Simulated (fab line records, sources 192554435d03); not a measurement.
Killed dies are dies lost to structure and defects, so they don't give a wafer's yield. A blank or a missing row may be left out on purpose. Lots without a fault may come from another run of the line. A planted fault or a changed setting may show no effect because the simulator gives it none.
Chamber matching | flow n5_finfet | N5_BEOL_M6_CURE_75 on uv_cure-03: 3 sister chambers
The step cures SiCOH lowk, time 120 s. 6 wafers are shown with their chamber, then 10 later ones without.

WAFERS WITH THEIR CHAMBER
wafer  | chamber | wafer_temp_C_max | lamp_power_pct (%)
L074.3 | 0       | 371.8            | 52.35
L074.4 | 0       | 372.5            | 52.27
L086.5 | 2       | 371.3            | 52.28
L086.6 | 2       | 371.0            | 52.19
L091.1 | 1       | 372.1            | 52.44
L091.2 | 1       | 371.3            | 52.29

WAFERS WITHOUT THEIR CHAMBER
wafer  | wafer_temp_C_max | lamp_power_pct (%)
L091.3 | 371.8            | 52.23
L095.2 | 371.4            | 52.28
L095.4 | 371.5            | 52.34
L095.5 | 371.2            | 52.34
L096.1 | 371.8            | 52.26
L096.3 | 372.8            | 52.34
L096.6 | 371.9            | 52.31
L097.3 | 371.3            | 52.31
L097.4 | 371.2            | 52.38
L097.6 | 371.5            | 52.26

WHICH CHAMBER EACH WENT THROUGH
wafer  | from the rows above          | in truth
L091.3 | can't be placed: 0 or 2 or 1 | 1
L095.2 | can't be placed: 2 or 1 or 0 | 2
L095.4 | can't be placed: 1 or 0 or 2 | 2
L095.5 | can't be placed: 1 or 2 or 0 | 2
L096.1 | can't be placed: 0 or 1 or 2 | 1
L096.3 | can't be placed: 0 or 1      | 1
L096.6 | can't be placed: 0 or 1 or 2 | 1
L097.3 | can't be placed: 2 or 1 or 0 | 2
L097.4 | can't be placed: 1 or 2 or 0 | 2
L097.6 | can't be placed: 2 or 1 or 0 | 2
Placed correctly: 0 of 10. Can't be placed from these rows: 10 (the true chamber is among the candidates in 10). Placed wrongly: 0.
How it was worked out, from the rows above alone: a wafer's distance from a chamber is the root of the sum, over the readings, of the square of ((its reading less the chamber's mean) divided by the reading's scatter). The wafer belongs to the nearest chamber; if the next one is less than 2 further off, it can't be placed. A chamber's mean is the mean of its shown wafers. The scatter: the root of (the sum of the squares of (reading less its chamber's mean) over the shown wafers, divided by (wafers less chambers)).
